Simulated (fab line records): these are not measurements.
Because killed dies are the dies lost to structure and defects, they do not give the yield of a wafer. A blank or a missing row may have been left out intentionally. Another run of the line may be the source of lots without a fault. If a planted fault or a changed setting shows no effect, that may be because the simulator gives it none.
A struck lot beside a sound one	flow n5-finfet	15 out of 1938 route steps
Sound: wafers L997.1, L997.2, L997.3. Struck: wafers L102.4, L102.5. (L102.3 of the same lot was not struck and is left out.) The cause comes at the end.
Per side, at each step with rows, come the tool, then ch with its chambers, and then its first start. Under that, the readings that differ: sound wafers	struck wafers	difference of the means	sigmas: that difference in standard deviations of wafers without a fault.
alike: readings whose means differ by less than 2 such deviations, and words and numbers that are the same on both sides. not compared: withheld readings, readings that some wafer has no value for, bounds like >300 that may hide the same value, and numbers for which the record gives no deviation and whose values overlap.
The two part at a step that has a row with sigmas, a row that says differs or no value, or rows on one side only. Non-overlapping numbers with no deviation appear without sigmas and do not part them. A reading that every wafer of one side lacks parts them only if that side has two wafers or more.

first, 7 steps without rows for these wafers: N5_HKMG_FIN_COAT_42 (time 60 s, resist thk 35 nm); N5_HKMG_FIN_COAT_43 (resist thk 90 nm); N5_HKMG_FIN_EBR_45; N5_HKMG_FIN_SOFTBAKE_44 (time 60 s); N5_HKMG_FIN_EXPOSE_46 (exposes mask NDIPOLE); N5_HKMG_FIN_PEB_47 (peb time 60 s); N5_HKMG_FIN_DEVELOP_48 (develop time 30 s).
N5_HKMG_FIN_CD_MEAS_49 targets a cd of 202 nm.
  sound on cd-sem-01 ch 0, day 7 07:26; struck on cd-sem-01 ch 0, day 8 14:11
  alike: cd-nm
N5_HKMG_FIN_OVL_MEAS_50:
  sound on overlay-01 ch 0, day 7 07:28; struck on overlay-01 ch 0, day 8 14:13
  alike: NDIPOLE_OVL
N5_HKMG_FIN_INSPECT_61: inspects for defects (macro).
  sound on defect-inspect-01 at day 7 07:29; struck on defect-inspect-01 at day 8 14:14
reading	sound	struck	difference	sigmas
raw-defect-count	1 1 0	4 4	+3	+2
N5_HKMG_FIN_DESCUM_53: chemistry O2, time 7.9 s.
  sound on rie-diel-01 ch 0,1,2, day 7 08:44; struck on rie-diel-01 ch 0,3, day 8 14:17
  alike: drypump-motor-current-A, oes-product-au, rf-fwd-power-W, rf-vpp-V, showerhead-plenum-p-Torr, throttle-valve-pct
  not compared: rf-hours-counter-h
N5_HKMG_FIN_ETCH_54: etches SiARC in CF4, target depth 45.5 nm, time 75.8 s.
  sound on rie-diel-01 ch 0,1,2, day 7 08:47; struck on rie-diel-01 ch 0,3, day 8 14:19
  alike: drypump-motor-current-A, etch-rf-on-time-s, oes-product-au, rf-fwd-power-W, rf-vpp-V, showerhead-plenum-p-Torr, throttle-valve-pct
  not compared: rf-hours-counter-h
N5_HKMG_FIN_ETCH_55: etches SOC in N2/H2, target depth 240 nm, time 300 s.
  sound on rie-diel-01 ch 0,1,2, day 7 08:50; struck on rie-diel-01 ch 0,3, day 8 14:22
reading	sound	struck	difference	sigmas
rf-fwd-power-W (W)	839.2 839.3 837.6	- -	no value on the struck wafers	
run-length-s (s)	323.6 322.9 323.2	283.7 283.5	-39.6	-88
model.etch.depth-nm (nm)	234.1 249.7 240.8	201.1 205	-38.5	
model.HKMG_FIN.feature-depth-nm (nm)	234.2 249.8 240.8	201.2 205	-38.5	
model.SiARC_of_HKMG_FIN_COAT_42.thk-nm (nm)	21.4 20 20.8	23.4 23.4	+2.7	
  alike: drypump-motor-current-A, oes-product-au, rf-vpp-V, showerhead-plenum-p-Torr, throttle-valve-pct
  not compared: rf-hours-counter-h
then, 1 step without rows for these wafers: N5_HKMG_FIN_STRIP_56 (strips in N2/H2).
-- here the record skips 9 days between the struck wafers' starts before and after, leaving off in module HKMG_FIN and picking up in module PASSIVATION (first step shown: number 1936 of the route) --
N5_PASSIVATION_PROBE_49:
  record: rows for the struck wafers here (prober-01, day 17 18:36), none for the sound ones

WHERE THEY PART
Earliest at N5_HKMG_FIN_INSPECT_61; latest, in this record, at N5_PASSIVATION_PROBE_49.

WHY: whatever the simulator had introduced
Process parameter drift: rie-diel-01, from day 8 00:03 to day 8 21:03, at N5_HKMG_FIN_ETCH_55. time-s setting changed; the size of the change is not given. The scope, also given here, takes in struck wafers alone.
